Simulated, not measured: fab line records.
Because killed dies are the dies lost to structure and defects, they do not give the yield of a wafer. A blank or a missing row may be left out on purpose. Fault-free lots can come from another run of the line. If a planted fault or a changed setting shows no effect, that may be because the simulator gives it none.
Lot-split experiment || flow n5Finfet || 21 wafers read across 7 lots, on a route 1938 steps long

THE SPLIT
At N5_BEOL_M9_CMP_52 (polishes, stops on SiCOH lowk, t overpolish 7 s, target thk 140 nm), the setting downForcePsi was moved away from the recipe's 1 psi on 5 of the 21 wafers read, by -17.0% to +17.4%. The other wafers ran this setting at the recipe's value.

The reading is taken at the split's own step.

THE READING
barrierFieldEndpointS, in s, at N5_BEOL_M9_CMP_52 (polishes, stops on SiCOH lowk, t overpolish 7 s, target thk 140 nm). On this fab line, fault-free wafers typically give 29.0 s with a standard deviation of 0.85 s.

{"wafer": "L075.1", "tool, chamber at the split": "cmp-04, 1", "downForcePsi as run, psi": 1.174, "against the recipe": "+17.4%", "barrierFieldEndpointS, s": 23.3, "against lot-mates on the recipe": -5.7}
{"wafer": "L075.3", "tool, chamber at the split": "cmp-04, 2", "downForcePsi as run, psi": 1, "against the recipe": "recipe", "barrierFieldEndpointS, s": 29.0, "against lot-mates on the recipe": "-"}
{"wafer": "L075.6", "tool, chamber at the split": "cmp-04, 0", "downForcePsi as run, psi": 1.174, "against the recipe": "+17.4%", "barrierFieldEndpointS, s": 24.5, "against lot-mates on the recipe": -4.5}
{"wafer": "L074.2", "tool, chamber at the split": "cmp-04, 1", "downForcePsi as run, psi": 1, "against the recipe": "recipe", "barrierFieldEndpointS, s": 27.5, "against lot-mates on the recipe": "-"}
{"wafer": "L074.4", "tool, chamber at the split": "cmp-04, 3", "downForcePsi as run, psi": 1, "against the recipe": "recipe", "barrierFieldEndpointS, s": 28.5, "against lot-mates on the recipe": "-"}
{"wafer": "L074.6", "tool, chamber at the split": "cmp-04, 1", "downForcePsi as run, psi": 1, "against the recipe": "recipe", "barrierFieldEndpointS, s": 27.9, "against lot-mates on the recipe": "-"}
{"wafer": "L077.3", "tool, chamber at the split": "cmp-04, 3", "downForcePsi as run, psi": 1, "against the recipe": "recipe", "barrierFieldEndpointS, s": 27.3, "against lot-mates on the recipe": "-"}
{"wafer": "L077.4", "tool, chamber at the split": "cmp-04, 2", "downForcePsi as run, psi": 1, "against the recipe": "recipe", "barrierFieldEndpointS, s": 29.4, "against lot-mates on the recipe": "-"}
{"wafer": "L077.6", "tool, chamber at the split": "cmp-04, 3", "downForcePsi as run, psi": 1, "against the recipe": "recipe", "barrierFieldEndpointS, s": 28.0, "against lot-mates on the recipe": "-"}
{"wafer": "L082.2", "tool, chamber at the split": "cmp-01, 0", "downForcePsi as run, psi": 0.8299, "against the recipe": "-17.0%", "barrierFieldEndpointS, s": 33.8, "against lot-mates on the recipe": "+4.1"}
{"wafer": "L082.3", "tool, chamber at the split": "cmp-01, 1", "downForcePsi as run, psi": 1, "against the recipe": "recipe", "barrierFieldEndpointS, s": 29.7, "against lot-mates on the recipe": "-"}
{"wafer": "L082.1", "tool, chamber at the split": "cmp-01, 2", "downForcePsi as run, psi": 0.8299, "against the recipe": "-17.0%", "barrierFieldEndpointS, s": 35.6, "against lot-mates on the recipe": "+5.9"}
{"wafer": "L086.2", "tool, chamber at the split": "cmp-01, 3", "downForcePsi as run, psi": 1, "against the recipe": "recipe", "barrierFieldEndpointS, s": 29.6, "against lot-mates on the recipe": "-"}
{"wafer": "L086.6", "tool, chamber at the split": "cmp-01, 0", "downForcePsi as run, psi": 1, "against the recipe": "recipe", "barrierFieldEndpointS, s": 29.6, "against lot-mates on the recipe": "-"}
{"wafer": "L086.5", "tool, chamber at the split": "cmp-01, 1", "downForcePsi as run, psi": 1, "against the recipe": "recipe", "barrierFieldEndpointS, s": 30.4, "against lot-mates on the recipe": "-"}
{"wafer": "L090.1", "tool, chamber at the split": "cmp-04, 1", "downForcePsi as run, psi": 1, "against the recipe": "recipe", "barrierFieldEndpointS, s": 28.6, "against lot-mates on the recipe": "-"}
{"wafer": "L090.3", "tool, chamber at the split": "cmp-04, 3", "downForcePsi as run, psi": 1, "against the recipe": "recipe", "barrierFieldEndpointS, s": 29.8, "against lot-mates on the recipe": "-"}
{"wafer": "L090.5", "tool, chamber at the split": "cmp-04, 1", "downForcePsi as run, psi": 0.9221, "against the recipe": "-7.8%", "barrierFieldEndpointS, s": 31.6, "against lot-mates on the recipe": "+2.4"}
{"wafer": "L092.1", "tool, chamber at the split": "cmp-04, 1", "downForcePsi as run, psi": 1, "against the recipe": "recipe", "barrierFieldEndpointS, s": 27.3, "against lot-mates on the recipe": "-"}
{"wafer": "L092.4", "tool, chamber at the split": "cmp-04, 2", "downForcePsi as run, psi": 1, "against the recipe": "recipe", "barrierFieldEndpointS, s": 28.7, "against lot-mates on the recipe": "-"}
{"wafer": "L092.5", "tool, chamber at the split": "cmp-04, 1", "downForcePsi as run, psi": 1, "against the recipe": "recipe", "barrierFieldEndpointS, s": 28.3, "against lot-mates on the recipe": "-"}

THE FIT
A straight line over all 21 wafers: barrierFieldEndpointS changes by -0.315 s for each +1% of downForcePsi; r = -0.94; the points scatter about the line by 0.97 s.
The same after taking each lot's own level away (the mean of its wafers on the recipe; 21 wafers): -0.294 s for each +1%; r = -0.97; scatter 0.62 s.
On that fit, the largest move of downForcePsi shifts the reading by 5.1 s.
The span of the lots' own levels, 27.97 to 29.87 s, comes to 2.2 times the standard deviation stated above.
Consequently the slope shifts little with the lot-to-lot level, the two slopes agreeing.
Check: -4.86 s against its lot-mates is what the line predicts for one of the wafers moved furthest among these (+17.4%) when that wafer is left out of the fit. Against them it came out at -5.7 s.
Tool readings at the split's step, against how far the setting was moved: barrierFieldEndpointS r = -0.94.

OTHER SPLITS APPLIED TO THESE WAFERS
Note: prior to the reading, these wafers also went through further splits. Each is held against what the fit with the lots' levels taken away leaves over:
{"other split on the same wafers": "N5_BEOL_M5_COAT_74 spinRpm", "wafers away from the commonest value": 7, "r with barrierFieldEndpointS (lot level and that fit taken away)": "+0.25"}
{"other split on the same wafers": "N5_BEOL_M6_EXPOSE_25 doseMj", "wafers away from the commonest value": 7, "r with barrierFieldEndpointS (lot level and that fit taken away)": -0.44}

THE FILE'S OWN FIT
barrierFieldEndpointS changes by -0.293 s for each +1% of downForcePsi, r = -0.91.
